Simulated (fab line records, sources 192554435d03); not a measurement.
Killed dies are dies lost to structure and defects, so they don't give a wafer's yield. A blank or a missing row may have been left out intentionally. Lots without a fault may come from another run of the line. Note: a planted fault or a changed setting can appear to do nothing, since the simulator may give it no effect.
fab line records / flow n5-finfet
[record] lots = 4 wafers = 12 last-day = 18
route steps=1938 shown BEOL_M11@1590 BEOL_M12@1602 PASSIVATION@1936
lots untouched by any fault: they come from a run of this same line in which no faults occurred
start-h: hours from the record's first day to the start of the lot's first wafer shown / wait-h: how many hours have passed since the lot's step before this one / " the same as in the row above / L1.1+2: several wafers, shown together as one row / - no value, or no start given / * or withheld: withheld / < > ~ a bound
route shown NAME@n: NAME is a module with steps in the file, n the number in the route of the first one / usual: mean and standard deviation over wafers with no fault / same: alike in all rows / chamber/n: place in a boat / sites: each site's reading / _std_site: their standard deviation / _edge_site: the outer-site mean with the inner-site mean subtracted / radius-mm: for every site, how far away it sits from the centre of the wafer / mask NAME#n: copy n / behind: the tool/chamber that last shaped the wafer / hold: reason for holding the lot/hours on hold/outcome of the hold / device: names the non-switching transistor (n, p or np) / end of line: the route-end tests of the same wafers / a step without rows: its recipe alone / killed: at the first sort, the dies lost to defects and structure; wafer yield is something else / map: per-die view of a wafer (x killed, . not killed, _ where there is no die)
set.NAME: the setting as run; set.NAME@STEP: as run at that earlier step / model.NAME: the simulator's own value behind a step, which no gauge read
lots at some steps of the route; a table a step, a row a wafer
services: the hour from which a tool's chamber was out of use, counted from the record's first day as start-h (under 0 if before that day), plus the number of hours and why
[[steps]]
[step N5_BEOL_M11_ALD_74]
[recipe] material = TaN target-thk-a = 20 temp-c = 275 ald-precursor-family = PDMAT ald-co-reactant = NH3 pressure-torr = 3 carrier-flow-sccm = 1500 pulse-time-s = 2 purge-time-s = 3 co-reactant-purge-time-s = 2 co-reactant-pulse-time-s = 3 ald-cycles = 40 precursor-vessel-temp-c = 75 precursor-vessel-pressure-torr = 26.25 precursor-vessel-carrier-sccm = 1000
[step N5_BEOL_M11_SURFACE_TREAT_76]
[recipe] gas = Ar time-s = * ion-energy-ev = * ion-current-ma-cm2 = 0.5 pressure-mtorr = * ar-flow-sccm = 30
[step N5_BEOL_M11_CVD_75]
[recipe] material = Co target-thk-a = 20 temp-c = withheld precursor = CCTBA/H2 pressure-torr = 30 time-s = 138.9
[step N5_BEOL_M11_SPUTTER_48]
[recipe] material = Cu target-thk-a = 120 temp-c = -20 bias-v = 60 power-w = 26000 chamber-pressure-pa = 0.13 time-s = 2
[step N5_BEOL_M11_ECD_50]
[recipe] material = Cu target-thk-a = 3180
[step N5_BEOL_M11_ANNEAL_51]
[recipe] temp-c = 225 time-s = 90 ambient = N2
[step N5_BEOL_M11_CMP_52]
[recipe] stop-on = SiCOH_lowk t-overpolish-s = 7 down-force-psi = 1 platen-rpm = 50 clearing-platen-down-force-psi = 1.5 clearing-platen-rpm = 50 post-cmp-clean = cu-alkaline target-thk-nm = 140 clearing-platen-pad-velocity-m-s = 0.99484 pad-velocity-m-s = 0.99484
[step N5_BEOL_M11_PRE_CLEAN_55]
[recipe] gas = NH3 time-s = 15 temp-c = withheld rf-power-w = 300
[step N5_BEOL_M11_DEP_56]
[recipe] material = SiCN target-thk-a = 300 temp-c = withheld precursor = 3MS/NH3 pressure-torr = 3 rf-w = 675 time-s = 10.5
[step N5_BEOL_M12_ILD_DEP_00]
[recipe] material = SiOC target-thk-a = 6589.2 temp-c = 350 precursor = DEMS/O2 pressure-torr = 5 rf-w = 500 time-s = 130.7
[usual] heater-power-w = 463/54 run-length-s = 175.1/0.5 showerhead-plenum-p-Torr = 5.694/0.013 throttle-valve-pct = 12.1/0.66
lot.wafer=L757.1 tool=pecvd-01 chamber=0 start-h=283.62 wait-h=0.0 heater-power-w=451 run-length-s=175.0 showerhead-plenum-p-Torr=5.688 throttle-valve-pct=12.3 model.SiOC_of_BEOL_M12_ILD_DEP_00.thk-nm=659.6
lot.wafer=L757.4 tool=pecvd-01 chamber=1 start-h=283.62 wait-h=0.0 heater-power-w=415 run-length-s=175.0 showerhead-plenum-p-Torr=5.705 throttle-valve-pct=13.6 model.SiOC_of_BEOL_M12_ILD_DEP_00.thk-nm=664.4
lot.wafer=L757.6 tool=pecvd-01 chamber=0 start-h=283.62 wait-h=0.0 heater-power-w=466 run-length-s=175.3 showerhead-plenum-p-Torr=5.693 throttle-valve-pct=12.3 model.SiOC_of_BEOL_M12_ILD_DEP_00.thk-nm=671.6
lot.wafer=L767.2 tool=pecvd-01 chamber=2 start-h=334.16 wait-h=0.0 heater-power-w=407 run-length-s=136.3 showerhead-plenum-p-Torr=5.697 throttle-valve-pct=11.6 model.SiOC_of_BEOL_M12_ILD_DEP_00.thk-nm=463.2
lot.wafer=L767.3 tool=pecvd-01 chamber=1 start-h=334.16 wait-h=0.0 heater-power-w=446 run-length-s=135.2 showerhead-plenum-p-Torr=5.685 throttle-valve-pct=13.3 model.SiOC_of_BEOL_M12_ILD_DEP_00.thk-nm=464.8
lot.wafer=L767.6 tool=pecvd-01 chamber=0 start-h=334.16 wait-h=0.0 heater-power-w=455 run-length-s=174.9 showerhead-plenum-p-Torr=5.686 throttle-valve-pct=12.3 model.SiOC_of_BEOL_M12_ILD_DEP_00.thk-nm=674.2
lot.wafer=L768.1 tool=pecvd-01 chamber=1 start-h=344.76 wait-h=0.0 heater-power-w=521 run-length-s=174.5 showerhead-plenum-p-Torr=5.678 throttle-valve-pct=13.5 model.SiOC_of_BEOL_M12_ILD_DEP_00.thk-nm=649.4
lot.wafer=L768.2 tool=pecvd-01 chamber=2 start-h=344.76 wait-h=0.0 heater-power-w=469 run-length-s=135.8 showerhead-plenum-p-Torr=5.697 throttle-valve-pct=11.5 model.SiOC_of_BEOL_M12_ILD_DEP_00.thk-nm=460
lot.wafer=L768.3 tool=pecvd-01 chamber=0 start-h=344.76 wait-h=0.0 heater-power-w=430 run-length-s=135.6 showerhead-plenum-p-Torr=5.686 throttle-valve-pct=12.3 model.SiOC_of_BEOL_M12_ILD_DEP_00.thk-nm=455.8
lot.wafer=L777.1 tool=pecvd-04 chamber=0 start-h=407.83 wait-h=0.0 heater-power-w=456 run-length-s=174.8 showerhead-plenum-p-Torr=5.702 throttle-valve-pct=12.2 model.SiOC_of_BEOL_M12_ILD_DEP_00.thk-nm=651.4
lot.wafer=L777.3 tool=pecvd-04 chamber=2 start-h=407.83 wait-h=0.0 heater-power-w=560 run-length-s=176.0 showerhead-plenum-p-Torr=5.674 throttle-valve-pct=12.7 model.SiOC_of_BEOL_M12_ILD_DEP_00.thk-nm=660.2
lot.wafer=L777.5 tool=pecvd-04 chamber=0 start-h=407.83 wait-h=0.0 heater-power-w=491 run-length-s=174.9 showerhead-plenum-p-Torr=5.722 throttle-valve-pct=12.2 model.SiOC_of_BEOL_M12_ILD_DEP_00.thk-nm=662
[step N5_BEOL_M12_THK_MEAS_01]
[recipe] reads = SiOC_of_BEOL_M12_ILD_DEP_00
[usual] M12_ILD_THK = 658/7.3
lot.wafer=L757.1 tool=film-metro-01 chamber=- start-h=283.75 wait-h=0.1 M12_ILD_THK[nm]=660
lot.wafer=L757.4 tool=film-metro-01 chamber=- start-h=283.75 wait-h=0.1 M12_ILD_THK[nm]=664
lot.wafer=L757.6 tool=film-metro-01 chamber=- start-h=283.75 wait-h=0.1 M12_ILD_THK[nm]=671
lot.wafer=L767.2 tool=film-metro-01 chamber=- start-h=334.29 wait-h=0.1 M12_ILD_THK[nm]=463
lot.wafer=L767.3 tool=film-metro-01 chamber=- start-h=334.29 wait-h=0.1 M12_ILD_THK[nm]=465
lot.wafer=L767.6 tool=film-metro-01 chamber=- start-h=334.29 wait-h=0.1 M12_ILD_THK[nm]=674
lot.wafer=L768.1 tool=film-metro-01 chamber=- start-h=344.89 wait-h=0.1 M12_ILD_THK[nm]=649
lot.wafer=L768.2 tool=film-metro-01 chamber=- start-h=344.89 wait-h=0.1 M12_ILD_THK[nm]=460
lot.wafer=L768.3 tool=film-metro-01 chamber=- start-h=344.89 wait-h=0.1 M12_ILD_THK[nm]=456
lot.wafer=L777.1 tool=film-metro-01 chamber=- start-h=408.01 wait-h=0.1 M12_ILD_THK[nm]=651
lot.wafer=L777.3 tool=film-metro-01 chamber=- start-h=408.01 wait-h=0.1 M12_ILD_THK[nm]=660
lot.wafer=L777.5 tool=film-metro-01 chamber=- start-h=408.01 wait-h=0.1 M12_ILD_THK[nm]=662
[step N5_BEOL_M12_COAT_58]
[recipe] resist = BARC temp-c = 205 time-s = 60 spin-rpm = 1500 resist-thk-nm = 89
[step N5_BEOL_M12_COAT_04]
[recipe] spin-rpm = 1625 resist-thk-nm = 400
[step N5_BEOL_M12_EBR_06]
[recipe] solvent = PGMEA ebr-width-mm = 1.5
[step N5_BEOL_M12_SOFTBAKE_05]
[recipe] temp-c = 130 time-s = 60
[step N5_BEOL_M12_EXPOSE_07]
[recipe] mask-id = V11 na = 0.93 source-shape = conventional sigma-outer = 0.6 polarization = unpolarized attpsm-phase-deg = 180 dose-mj = 32.5
[step N5_BEOL_M12_PEB_08]
[recipe] peb-temp-c = 130 peb-time-s = 90
[step N5_BEOL_M12_DEVELOP_09]
[recipe] develop-time-s = 45 rinse-liquid = diw dry = air-spin dev-temp-c = 21
[step N5_BEOL_M12_HARDBAKE_14]
[recipe] temp-c = 130 time-s = 120
[step N5_BEOL_M12_DESCUM_15]
[recipe] chemistry = O2 time-s = 7.9 source-power-w = 50 bias-power-w = 20 pressure-mtorr = 20 rf-frequency-hz = 2.712e+07 temp-c = 40 o2-flow-sccm = 225
[step N5_BEOL_M12_ETCH_59]
[recipe] chemistry = N2/H2 target = BARC target-depth-a = 890 overetch-a = 267 time-s = 67.9 ion-energy-ev = 200 pressure-mtorr = 30 source-w = 840 bias-w = 150 n2-flow-sccm = 200 h2-flow-sccm = 200
[step N5_BEOL_M12_VIA_ETCH_16]
[recipe] chemistry = C4F8/O2/Ar target = SiOC pressure-mtorr = 30 source-w = 3000 bias-w = 700 Ar_flow_sccm = 400 C4F8_flow_sccm = 15 O2_flow_sccm = 8 he-inner-torr = 15 he-outer-torr = 30 target-depth-a = 7248 time-s = withheld ion-energy-ev = 250 ends = cleared
[usual] drypump-motor-current-A = 5.6/0.49 oes-product-au = 0.74/0.056 rf-vpp-V = 667/3.4 showerhead-plenum-p-Torr = 3.47/0.12 throttle-valve-pct = 24.15/0.16
lot.wafer=L757.1 tool=rie-diel-01 chamber=3 start-h=284.45 wait-h=0.0 drypump-motor-current-A=6.3 oes-product-au=0.76 rf-vpp-V=662 showerhead-plenum-p-Torr=3.34 throttle-valve-pct=24.30 model.etch.depth-nm=659.6 model.coat_of_BEOL_M12_COAT_04.thk-nm=121.8
lot.wafer=L757.4 tool=rie-diel-01 chamber=0 start-h=284.45 wait-h=0.0 drypump-motor-current-A=5.8 oes-product-au=0.70 rf-vpp-V=665 showerhead-plenum-p-Torr=3.42 throttle-valve-pct=24.09 model.etch.depth-nm=664.5 model.coat_of_BEOL_M12_COAT_04.thk-nm=120.4
lot.wafer=L757.6 tool=rie-diel-01 chamber=2 start-h=284.45 wait-h=0.0 drypump-motor-current-A=5.3 oes-product-au=0.78 rf-vpp-V=671 showerhead-plenum-p-Torr=3.61 throttle-valve-pct=24.13 model.etch.depth-nm=671.5 model.coat_of_BEOL_M12_COAT_04.thk-nm=118.4
lot.wafer=L767.2 tool=rie-diel-03 chamber=1 start-h=335.07 wait-h=0.0 drypump-motor-current-A=6.5 oes-product-au=0.71 rf-vpp-V=669 showerhead-plenum-p-Torr=3.57 throttle-valve-pct=24.21 model.etch.depth-nm=463.3 model.coat_of_BEOL_M12_COAT_04.thk-nm=181.6
lot.wafer=L767.3 tool=rie-diel-03 chamber=0 start-h=335.07 wait-h=0.0 drypump-motor-current-A=5.5 oes-product-au=0.78 rf-vpp-V=664 showerhead-plenum-p-Torr=3.32 throttle-valve-pct=23.85 model.etch.depth-nm=464.8 model.coat_of_BEOL_M12_COAT_04.thk-nm=178.4
lot.wafer=L767.6 tool=rie-diel-03 chamber=0 start-h=335.07 wait-h=0.0 drypump-motor-current-A=5.5 oes-product-au=0.78 rf-vpp-V=664 showerhead-plenum-p-Torr=3.32 throttle-valve-pct=23.86 model.etch.depth-nm=674.2 model.coat_of_BEOL_M12_COAT_04.thk-nm=118
lot.wafer=L768.1 tool=rie-diel-01 chamber=3 start-h=345.63 wait-h=0.0 drypump-motor-current-A=6.4 oes-product-au=0.73 rf-vpp-V=663 showerhead-plenum-p-Torr=3.33 throttle-valve-pct=24.35 model.etch.depth-nm=649.5 model.coat_of_BEOL_M12_COAT_04.thk-nm=126.4
lot.wafer=L768.2 tool=rie-diel-01 chamber=2 start-h=345.63 wait-h=0.0 drypump-motor-current-A=5.3 oes-product-au=0.75 rf-vpp-V=672 showerhead-plenum-p-Torr=3.59 throttle-valve-pct=24.14 model.etch.depth-nm=460 model.coat_of_BEOL_M12_COAT_04.thk-nm=182
lot.wafer=L768.3 tool=rie-diel-01 chamber=0 start-h=345.63 wait-h=0.0 drypump-motor-current-A=5.7 oes-product-au=0.69 rf-vpp-V=667 showerhead-plenum-p-Torr=3.41 throttle-valve-pct=24.11 model.etch.depth-nm=455.9 model.coat_of_BEOL_M12_COAT_04.thk-nm=182.6
lot.wafer=L777.1 tool=rie-diel-01 chamber=3 start-h=408.61 wait-h=0.0 drypump-motor-current-A=6.3 oes-product-au=0.70 rf-vpp-V=663 showerhead-plenum-p-Torr=3.32 throttle-valve-pct=24.36 model.etch.depth-nm=651.4 model.coat_of_BEOL_M12_COAT_04.thk-nm=127.8
lot.wafer=L777.3 tool=rie-diel-01 chamber=0 start-h=408.61 wait-h=0.0 drypump-motor-current-A=5.7 oes-product-au=0.66 rf-vpp-V=664 showerhead-plenum-p-Torr=3.40 throttle-valve-pct=24.13 model.etch.depth-nm=660.2 model.coat_of_BEOL_M12_COAT_04.thk-nm=127.4
lot.wafer=L777.5 tool=rie-diel-01 chamber=3 start-h=408.61 wait-h=0.0 drypump-motor-current-A=6.3 oes-product-au=0.71 rf-vpp-V=662 showerhead-plenum-p-Torr=3.32 throttle-valve-pct=24.38 model.etch.depth-nm=662.1 model.coat_of_BEOL_M12_COAT_04.thk-nm=125.4
[step N5_BEOL_M12_STRIP_63]
[recipe] chemistry = N2/H2 power-w = 1000 temp-c = 250 h2-frac = 0.65 overash-fraction = 0.3 pressure-mtorr = 1000 n2-flow-sccm = 1750 h2-flow-sccm = 3250
[usual] drypump-motor-current-A = 5.8/0.51 h2-flow-sccm = 3248/10 heater-power-w = 350/52 oes-product-au = 0.693/0.0046 strip-time-to-endpoint-s = 42.7/0.76
lot.wafer=L757.1 tool=plasma-asher-01 chamber=0 start-h=284.65 wait-h=- drypump-motor-current-A=6.1 h2-flow-sccm=3244 heater-power-w=265 oes-product-au=0.686 rf-hours-counter-h=130 strip-time-to-endpoint-s=42.1
lot.wafer=L757.4 tool=plasma-asher-01 chamber=1 start-h=284.65 wait-h=- drypump-motor-current-A=6.5 h2-flow-sccm=3238 heater-power-w=354 oes-product-au=0.689 rf-hours-counter-h=- strip-time-to-endpoint-s=41.8
lot.wafer=L757.6 tool=plasma-asher-01 chamber=0 start-h=284.65 wait-h=- drypump-motor-current-A=6.1 h2-flow-sccm=3239 heater-power-w=273 oes-product-au=0.692 rf-hours-counter-h=- strip-time-to-endpoint-s=41.3
lot.wafer=L767.2 tool=plasma-asher-01 chamber=0 start-h=335.52 wait-h=- drypump-motor-current-A=6.0 h2-flow-sccm=3264 heater-power-w=266 oes-product-au=0.726 rf-hours-counter-h=144 strip-time-to-endpoint-s=57.9
lot.wafer=L767.3 tool=plasma-asher-01 chamber=0 start-h=335.52 wait-h=- drypump-motor-current-A=6.0 h2-flow-sccm=3271 heater-power-w=268 oes-product-au=0.730 rf-hours-counter-h=- strip-time-to-endpoint-s=57.1
lot.wafer=L767.6 tool=plasma-asher-01 chamber=0 start-h=335.52 wait-h=- drypump-motor-current-A=6.1 h2-flow-sccm=3247 heater-power-w=265 oes-product-au=0.689 rf-hours-counter-h=- strip-time-to-endpoint-s=41.1
lot.wafer=L768.1 tool=plasma-asher-02 chamber=0 start-h=345.83 wait-h=- drypump-motor-current-A=5.1 h2-flow-sccm=3231 heater-power-w=341 oes-product-au=0.691 rf-hours-counter-h=87 strip-time-to-endpoint-s=43.4
lot.wafer=L768.2 tool=plasma-asher-02 chamber=1 start-h=345.83 wait-h=- drypump-motor-current-A=5.8 h2-flow-sccm=3240 heater-power-w=416 oes-product-au=0.728 rf-hours-counter-h=87 strip-time-to-endpoint-s=58.0
lot.wafer=L768.3 tool=plasma-asher-02 chamber=0 start-h=345.83 wait-h=- drypump-motor-current-A=5.1 h2-flow-sccm=3232 heater-power-w=347 oes-product-au=0.734 rf-hours-counter-h=- strip-time-to-endpoint-s=58.2
lot.wafer=L777.1 tool=plasma-asher-01 chamber=1 start-h=408.83 wait-h=- drypump-motor-current-A=6.5 h2-flow-sccm=3234 heater-power-w=354 oes-product-au=0.696 rf-hours-counter-h=156 strip-time-to-endpoint-s=43.8
lot.wafer=L777.3 tool=plasma-asher-01 chamber=0 start-h=408.83 wait-h=- drypump-motor-current-A=6.1 h2-flow-sccm=3252 heater-power-w=271 oes-product-au=0.697 rf-hours-counter-h=- strip-time-to-endpoint-s=43.7
lot.wafer=L777.5 tool=plasma-asher-01 chamber=1 start-h=408.83 wait-h=- drypump-motor-current-A=6.5 h2-flow-sccm=3244 heater-power-w=346 oes-product-au=0.701 rf-hours-counter-h=- strip-time-to-endpoint-s=43.1
[step N5_BEOL_M12_STRIP_64]
[recipe] chemistry = N2/H2 power-w = 1000 temp-c = 250 h2-frac = 0.65 overash-fraction = 0.3 pressure-mtorr = withheld n2-flow-sccm = 1750 h2-flow-sccm = 3250
[step N5_BEOL_M12_STRIP_71]
[recipe] chemistry = post-etch-residue-remover time-s = 60 temp-c = 25 remover-ph = withheld remover-water-wt-pct = withheld remover-fluoride-wt-pct = withheld
[step N5_BEOL_M12_SRD_72]
[recipe] time-s = 30 temp-c = 23 rinse-liquid = diw dry = n2-spin spin-rpm = 1500 dry-time-s = 30
[step N5_BEOL_M12_COAT_65]
[recipe] resist = SOC temp-c = 250 time-s = 60 spin-rpm = 1500 resist-thk-nm = 300
[step N5_BEOL_M12_COAT_66]
[recipe] resist = SiARC temp-c = 220 time-s = 60 spin-rpm = 1500 resist-thk-nm = 110
[step N5_BEOL_M12_COAT_22]
[recipe] spin-rpm = 2888 resist-thk-nm = 300
[step N5_BEOL_M12_EBR_24]
[recipe] solvent = PGMEA ebr-width-mm = 1.5
[step N5_BEOL_M12_SOFTBAKE_23]
[recipe] temp-c = 130 time-s = 60
[step N5_BEOL_M12_EXPOSE_25]
[recipe] mask-id = M12 na = 0.93 source-shape = conventional sigma-outer = 0.4 polarization = unpolarized dose-mj = 21.8
[step N5_BEOL_M12_PEB_26]
[recipe] peb-temp-c = 130 peb-time-s = 90
[step N5_BEOL_M12_DEVELOP_27]
[recipe] develop-time-s = 45 rinse-liquid = diw dry = air-spin dev-temp-c = 21
[step N5_BEOL_M12_HARDBAKE_32]
[recipe] temp-c = 130 time-s = 120
[step N5_BEOL_M12_CMP_49]
[recipe] stop-on = SiOC t-overpolish-s = 20.6 down-force-psi = 1 platen-rpm = 50 clearing-platen-down-force-psi = 1.5 clearing-platen-rpm = 50 post-cmp-clean = cu-alkaline target-thk-nm = 320 clearing-platen-pad-velocity-m-s = 0.99484 pad-velocity-m-s = 0.99484
[usual] motor-current-A = 6.1/0.63
lot.wafer=L757.1 tool=cmp-03 chamber=1 start-h=291.99 wait-h=0.3 motor-current-A=6.3 model.SiOC_of_BEOL_M12_ILD_DEP_00.thk-nm=600.2
lot.wafer=L757.4 tool=cmp-03 chamber=2 start-h=291.99 wait-h=0.3 motor-current-A=6.0 model.SiOC_of_BEOL_M12_ILD_DEP_00.thk-nm=605
lot.wafer=L757.6 tool=cmp-03 chamber=0 start-h=291.99 wait-h=0.3 motor-current-A=5.7 model.SiOC_of_BEOL_M12_ILD_DEP_00.thk-nm=612
lot.wafer=L767.3 tool=cmp-03 chamber=0 start-h=338.95 wait-h=0.2 motor-current-A=6.0 model.SiOC_of_BEOL_M12_ILD_DEP_00.thk-nm=404.8
lot.wafer=L767.2 tool=cmp-03 chamber=3 start-h=338.95 wait-h=0.2 motor-current-A=7.0 model.SiOC_of_BEOL_M12_ILD_DEP_00.thk-nm=403.4
lot.wafer=L767.6 tool=cmp-03 chamber=0 start-h=338.95 wait-h=0.2 motor-current-A=6.0 model.SiOC_of_BEOL_M12_ILD_DEP_00.thk-nm=614.6
lot.wafer=L768.2 tool=cmp-02 chamber=2 start-h=349.46 wait-h=0.2 motor-current-A=5.7 model.SiOC_of_BEOL_M12_ILD_DEP_00.thk-nm=399.6
lot.wafer=L768.3 tool=cmp-02 chamber=3 start-h=349.46 wait-h=0.2 motor-current-A=6.6 model.SiOC_of_BEOL_M12_ILD_DEP_00.thk-nm=396.8
lot.wafer=L768.1 tool=cmp-02 chamber=0 start-h=349.46 wait-h=0.2 motor-current-A=5.7 model.SiOC_of_BEOL_M12_ILD_DEP_00.thk-nm=590.4
lot.wafer=L777.3 tool=cmp-03 chamber=3 start-h=412.76 wait-h=0.2 motor-current-A=6.7 model.SiOC_of_BEOL_M12_ILD_DEP_00.thk-nm=601
lot.wafer=L777.1 tool=cmp-03 chamber=0 start-h=412.76 wait-h=0.2 motor-current-A=5.9 model.SiOC_of_BEOL_M12_ILD_DEP_00.thk-nm=592.6
lot.wafer=L777.5 tool=cmp-03 chamber=0 start-h=412.76 wait-h=0.2 motor-current-A=6.2 model.SiOC_of_BEOL_M12_ILD_DEP_00.thk-nm=603.2
[step N5_PASSIVATION_PROBE_49]
[usual] defect-limited-yield = 91.1/1.5 killed_at_M0_to_M3 = 36/11 killed_at_M4_up = 14/5.6 killed-at-contacts = 11/5.6 killed-at-front-end = 40/12 killed-at-other = 4/3.2 killed-dies = 105/17 killed-open = 69/12 killed-short = 34/8.4 sort_bin_5_function = 5.2/0.95 sort_bin_6_memory = 3.3/0.63 sort-n-pass = 1075/17 sort-yield-pct = 91.1/1.5
[same] gross-dies = 1180 killed-at-back-side = 0 sort_bin_4_leakage[%] = 0 sort_bin_8_speed[%] = 0
lot.wafer=L768.1 tool=prober-01 chamber=- start-h=382.54 wait-h=0.0 defect-limited-yield[%]=91.5 killed_at_M0_to_M3=50 killed_at_M4_up=15 killed-at-contacts=10 killed-at-front-end=24 killed-at-other=1 killed-dies=100 killed-open=66 killed-short=33 sort_bin_5_function[%]=5.4 sort_bin_6_memory[%]=2.6 sort-n-pass=1080 sort-yield-pct[%]=91.5
lot.wafer=L768.2 tool=prober-01 chamber=- start-h=382.59 wait-h=0.1 defect-limited-yield[%]=89.9 killed_at_M0_to_M3=33 killed_at_M4_up=23 killed-at-contacts=10 killed-at-front-end=52 killed-at-other=1 killed-dies=119 killed-open=71 killed-short=46 sort_bin_5_function[%]=6.4 sort_bin_6_memory[%]=3.5 sort-n-pass=1061 sort-yield-pct[%]=89.9
lot.wafer=L768.3 tool=prober-01 chamber=- start-h=382.64 wait-h=0.1 defect-limited-yield[%]=91.5 killed_at_M0_to_M3=44 killed_at_M4_up=16 killed-at-contacts=14 killed-at-front-end=26 killed-at-other=0 killed-dies=100 killed-open=67 killed-short=32 sort_bin_5_function[%]=4.7 sort_bin_6_memory[%]=3.6 sort-n-pass=1080 sort-yield-pct[%]=91.5
// killed by level:class
L768.1 BEOL_M0_SAQP:geometric-particle:short=15 BEOL_M0_SAQP:geometric-particle:open=13 MOL_CONTACT_COAG:geometric-particle:open=8 STI_FIN_REVEAL:geometric-particle:open=7 BEOL_M2:geometric-particle:open=7 BEOL_M1:geometric-particle:open=6 BEOL_M4:geometric-particle:open=5 FIN_SAQP:geometric-particle:open=4
L768.2 STI_FIN_REVEAL:geometric-particle:open=14 FIN_SAQP:geometric-particle:open=10 BEOL_M4:geometric-particle:open=10 FIN_SAQP:geometric-particle:short=8 MOL_CONTACT_COAG:geometric-particle:open=8 BEOL_M3:geometric-particle:short=8 BEOL_M0_SAQP:geometric-particle:short=7 BEOL_M1:geometric-particle:open=7
L768.3 STI_FIN_REVEAL:geometric-particle:open=12 MOL_CONTACT_COAG:geometric-particle:open=12 BEOL_M0_SAQP:geometric-particle:short=11 BEOL_M0_SAQP:geometric-particle:open=11 BEOL_M1:geometric-particle:open=11 STI_FIN_REVEAL:geometric-particle:short=5 BEOL_M3:geometric-particle:open=5 BEOL_M4:geometric-particle:open=5
[[services]]
tool=rie-diel-01 chamber=0 start-h=264.71 hours=3.7 kind=repair
tool=pecvd-04 chamber=0 start-h=273.01 hours=5.5 kind=scheduled-down
tool=cmp-03 chamber=- start-h=273.77 hours=4.5 kind=pm
tool=pecvd-04 chamber=0 start-h=282.82 hours=14.2 kind=repair
tool=plasma-asher-02 chamber=- start-h=288.01 hours=2.1 kind=repair
tool=cmp-03 chamber=- start-h=292.87 hours=4.8 kind=pm
tool=pecvd-04 chamber=1 start-h=297.78 hours=5.5 kind=scheduled-down
tool=plasma-asher-02 chamber=- start-h=310.20 hours=14.6 kind=pm
tool=rie-diel-03 chamber=2 start-h=313.71 hours=- kind=clean
tool=rie-diel-03 chamber=2 start-h=313.71 hours=- kind=consumable-replace:focus-ring
tool=rie-diel-03 chamber=2 start-h=313.71 hours=- kind=consumable-replace:showerhead
tool=plasma-asher-02 chamber=- start-h=332.58 hours=3.2 kind=repair
tool=cmp-03 chamber=- start-h=333.31 hours=1.5 kind=repair
tool=cmp-02 chamber=- start-h=335.62 hours=5.2 kind=pm
tool=plasma-asher-01 chamber=- start-h=336.00 hours=15.6 kind=pm
tool=cmp-03 chamber=- start-h=341.65 hours=1.3 kind=repair
tool=rie-diel-03 chamber=- start-h=353.27 hours=4.3 kind=pm
tool=pecvd-01 chamber=0 start-h=353.33 hours=2.1 kind=scheduled-down
tool=cmp-03 chamber=- start-h=356.61 hours=1.8 kind=repair
tool=pecvd-01 chamber=1 start-h=370.45 hours=5.5 kind=scheduled-down
tool=cmp-02 chamber=- start-h=389.17 hours=3.4 kind=pm
tool=plasma-asher-02 chamber=- start-h=403.43 hours=2.2 kind=repair
tool=cmp-02 chamber=- start-h=407.14 hours=4.1 kind=repair
tool=pecvd-01 chamber=- start-h=411.46 hours=2.8 kind=pm
[[key]]
[first-sign] step = N5_BEOL_M12_ILD_DEP_00 reading = run-length-s direction = down sigmas = 78 usual = * struck = *
[effect] step = N5_BEOL_M12_THK_MEAS_01 reading = M12_ILD_THK direction = down sigmas = 27 usual = 658 struck = 461
[effect] step = N5_BEOL_M12_STRIP_63 reading = strip-time-to-endpoint-s direction = up sigmas = 20 usual = * struck = *
[model-effect] step = N5_BEOL_M12_ILD_DEP_00 value = SiOC_of_BEOL_M12_ILD_DEP_00.thk-nm without = 656.5 struck = 461
[model-effect] step = N5_BEOL_M12_VIA_ETCH_16 value = etch.depth-nm without = 656.4 struck = 461
[model-effect] step = N5_BEOL_M12_CMP_49 value = SiOC_of_BEOL_M12_ILD_DEP_00.thk-nm without = 596.6 struck = 401.2
met-at N5_BEOL_M12_ILD_DEP_00
struck-wafers L767.2,L767.3,L768.2,L768.3
onset-between 283.62 334.16
[fault] kind = process-parameter-drift tool = pecvd-01 chamber = - onset-h = 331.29 steps = N5_BEOL_M12_ILD_DEP_00 channel = time-s offset = * shape = step end-h = 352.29 scope = struck-wafers-only acts-in = * stated = *
